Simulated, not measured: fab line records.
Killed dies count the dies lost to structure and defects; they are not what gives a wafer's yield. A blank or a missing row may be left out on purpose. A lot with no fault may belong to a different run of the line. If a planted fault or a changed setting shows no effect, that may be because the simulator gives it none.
fab line records ; flow nand_harc
record lots=7; wafers=21; last_day=33
route steps=1302 shown A_STAIRCASE@815
lots that met no fault: taken from a fault-free run of the same line
start_h: hours from the record's first day to the start of the lot's first wafer shown ; wait_h: how many hours have passed since the lot's step before this one ; " same as the row above ; L1.1+2: a row that stands for several wafers ; - value missing, or start not given ; * or withheld: withheld ; < > ~ a bound
route shown NAME@n: names a module that has steps shown in the file, with the first one's number in the route ; usual: average and standard deviation across the fault-free wafers ; same: alike in all rows ; chamber/n: place in a boat ; sites: readings site by site ; _std_site: their standard deviation ; _edge_site: the outer-site mean with the inner-site mean subtracted ; radius_mm: how far each site lies from the wafer's centre ; mask NAME#n: copy n ; behind: the most recent tool/chamber to have shaped the wafer ; hold: why the lot was held/for how many hours/how that ended ; device: names the non-switching transistor (n, p or np) ; end of line: tests run on the same wafers once the route is complete ; for a step that has no rows: nothing shown but its recipe ; killed: dies that structure and defects cost at the first sort, which is not the same as the wafer's yield ; map: dies across one wafer; x = killed, . = not, _ = none there
set.NAME: the setting as run; set.NAME@STEP: as run at that earlier step ; model.NAME: the simulator's own value behind a step, which no gauge read
a table for each step, a row for each wafer; lots at some steps of the route
services: from which hour (start_h, from the record's first day; less than 0 if before it) a tool's chamber was out of use, for how many hours, and why
## steps
# step NHARC_A_STAIRCASE_PRECLEAN_297
# recipe time_s=*; temp_c=50; bath_age_min=0; chemistry=SC1
# step NHARC_A_STAIRCASE_SRD_298
# step NHARC_A_STAIRCASE_HM_DEP_462
# recipe target_thk_a=8000; temp_c=400; material=aC
# usual throttle_valve_pct=35.000/0.0088
lot.wafer;tool;chamber;start_h;wait_h;throttle_valve_pct
L120.3;acl_dep-02;0;407.10;1.9;35.002
L120.5;acl_dep-02;0;407.10;1.9;34.993
L120.6;acl_dep-02;0;407.10;1.9;35.013
L126.2;acl_dep-01;0;476.88;1.2;35.007
L126.3;acl_dep-01;0;476.88;1.2;34.999
L126.5;acl_dep-01;0;476.88;1.2;35.012
L128.2;acl_dep-02;0;491.86;1.4;35.003
L128.4;acl_dep-02;0;491.86;1.4;34.996
L128.6;acl_dep-02;0;491.86;1.4;35.015
L129.1;acl_dep-03;0;494.86;2.7;35.004
L129.2;acl_dep-03;0;494.86;2.7;34.995
L129.5;acl_dep-03;0;494.86;2.7;35.006
L134.1;acl_dep-02;0;545.14;0.1;35.000
L134.4;acl_dep-02;0;545.14;0.1;34.993
L134.6;acl_dep-02;0;545.14;0.1;35.005
L136.1;acl_dep-03;0;571.54;0.1;34.990
L136.2;acl_dep-03;0;571.54;0.1;34.997
L136.3;acl_dep-03;0;571.54;0.1;35.010
L140.3;acl_dep-02;0;609.51;0.7;35.010
L140.4;acl_dep-02;0;609.51;0.7;35.018
L140.6;acl_dep-02;0;609.51;0.7;34.997
# step NHARC_A_STAIRCASE_DEP_301
# recipe target_thk_a=300; target_thk_nm=30; temp_c=400; pressure_torr=3.5; flow_sccm=200; rf_w=350; material=SiON
# usual heater_power_w=705/65
lot.wafer;tool;chamber;start_h;wait_h;heater_power_w
L120.3;pecvd-01;1;408.39;1.0;652
L120.5;pecvd-01;0;408.39;1.0;668
L120.6;pecvd-01;2;408.39;1.0;630
L126.3;pecvd-02;1;478.47;1.0;672
L126.2;pecvd-02;2;478.47;1.0;848
L126.5;pecvd-02;1;478.47;1.0;669
L128.2;pecvd-03;1;493.48;1.3;667
L128.6;pecvd-03;0;493.48;1.3;834
L128.4;pecvd-03;1;493.48;1.3;692
L129.1;pecvd-03;0;496.74;1.6;729
L129.2;pecvd-03;2;496.74;1.6;692
L129.5;pecvd-03;0;496.74;1.6;728
L134.1;pecvd-02;2;547.03;1.6;826
L134.6;pecvd-02;1;547.03;1.6;802
L134.4;pecvd-02;2;547.03;1.6;824
L136.2;pecvd-01;2;573.39;1.2;673
L136.1;pecvd-01;0;573.39;1.2;612
L136.3;pecvd-01;0;573.39;1.2;616
L140.3;pecvd-01;2;610.80;1.0;664
L140.4;pecvd-01;1;610.80;1.0;632
L140.6;pecvd-01;2;610.80;1.0;691
# step NHARC_A_STAIRCASE_DEHYDRATE_302
# recipe temp_c=150; time_s=120
# step NHARC_A_STAIRCASE_HMDS_303
# recipe time_s=30
# step NHARC_A_STAIRCASE_COAT_304
# recipe spin_rpm=1200
# step NHARC_A_STAIRCASE_SOFTBAKE_305
# recipe temp_c=135; time_s=170
# step NHARC_A_STAIRCASE_EBR_306
# step NHARC_A_STAIRCASE_EXPOSE_307
# recipe na=0.5; dose_mj=45.72; mask_id=CHOP_50
# step NHARC_A_STAIRCASE_PEB_308
# recipe peb_temp_c=115; peb_time_s=130
# step NHARC_A_STAIRCASE_DEVELOP_309
# recipe time_s=140
# usual chill_plate_temp_C=22.97/0.096; exhaust_pa=44.9/0.86
lot.wafer;tool;chamber;start_h;wait_h;chill_plate_temp_C;exhaust_pa
L120.3;litho_track-02;0;409;-;23.06;44.4
L120.5;litho_track-02;0;409;-;23.12;44.5
L120.6;litho_track-02;0;409;-;22.88;43.6
L126.2;litho_track-07;-;479;-;-;-
L126.3;litho_track-07;-;479;-;-;-
L126.5;litho_track-07;-;479;-;-;-
L128.2;litho_track-02;-;494;-;-;-
L128.4;litho_track-02;-;494;-;-;-
L128.6;litho_track-02;-;494;-;-;-
L129.1;litho_track-05;-;497;-;-;-
L129.2;litho_track-05;-;497;-;-;-
L129.5;litho_track-05;-;497;-;-;-
L134.1;litho_track-07;0;547;-;22.87;46.9
L134.4;litho_track-07;0;547;-;22.99;44.7
L134.6;litho_track-07;0;547;-;22.87;45.3
L136.1;litho_track-02;0;574;-;22.88;45.3
L136.2;litho_track-02;0;574;-;22.81;44.9
L136.3;litho_track-02;0;574;-;22.87;45.0
L140.3;litho_track-07;0;611;-;22.65;46.2
L140.4;litho_track-07;0;611;-;22.72;45.4
L140.6;litho_track-07;0;611;-;23.03;45.3
## services
tool;chamber;start_h;hours;kind
pecvd-02;1;397.50;6.1;repair
litho_track-02;-;402.00;7.0;pm
pecvd-02;-;408.00;13.0;pm
litho_track-07;-;426.00;7.0;pm
acl_dep-02;-;432.27;13.0;pm
pecvd-01;-;459.76;1.4;repair
pecvd-02;1;464.95;13.5;repair
litho_track-05;-;474.03;7.0;pm
pecvd-01;-;478.88;1.2;repair
acl_dep-03;-;481.86;13.0;pm
pecvd-01;-;492.07;13.0;pm
pecvd-01;0;492.07;13.0;vent_cycle
pecvd-01;1;492.07;13.0;vent_cycle
pecvd-01;2;492.07;13.0;vent_cycle
pecvd-03;-;521.54;1.5;repair
pecvd-01;2;530.74;6.2;repair
pecvd-03;-;547.83;13.0;pm
acl_dep-01;-;552.54;13.0;pm
pecvd-01;1;572.70;4.7;repair
litho_track-02;-;577.00;7.0;pm
acl_dep-02;-;583.27;8.0;repair
pecvd-02;-;589.11;13.0;pm
litho_track-07;-;601.00;7.0;pm
pecvd-01;0;605.57;3.9;repair
## key
first_sign step=NHARC_A_STAIRCASE_DEVELOP_309; reading=tool_record; direction=missing
effect none on later readings
met_at NHARC_A_STAIRCASE_DEVELOP_309
struck_wafers L126.2,L126.3,L126.5,L128.2,L128.4,L128.6,L129.1,L129.2,L129.5
later_rows_left_out L126.2,L126.3,L126.5,L128.2,L128.4,L128.6,L129.1,L129.2,L129.5
sort_left_out L126.2,L126.3,L126.5,L128.2,L128.4,L128.6,L129.1,L129.2,L129.5
tester_left_out L126,L128,L129
onset_between 409 479
fault kind=skipped_step_whole; tool=litho_track-02,litho_track-05,litho_track-07; chamber=-; onset_h=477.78; steps=NHARC_A_STAIRCASE_DEVELOP_309; scope=struck_lots_only
# tester_left_out: of these lots the tester's yield and bins aren't shown, on N5 and GAA mostly nor the transistor test; their killed dies are dies lost to structure and defects alone, not to doping, threshold or leakage, so they don't give the yield
# sort_left_out: the simulated sort isn't trusted on such a fault, so these wafers' sort isn't shown, and their yield isn't known
# later_rows_left_out: the simulator's readings of these wafers behind a module that went badly wrong aren't trusted and aren't shown, but for the sort
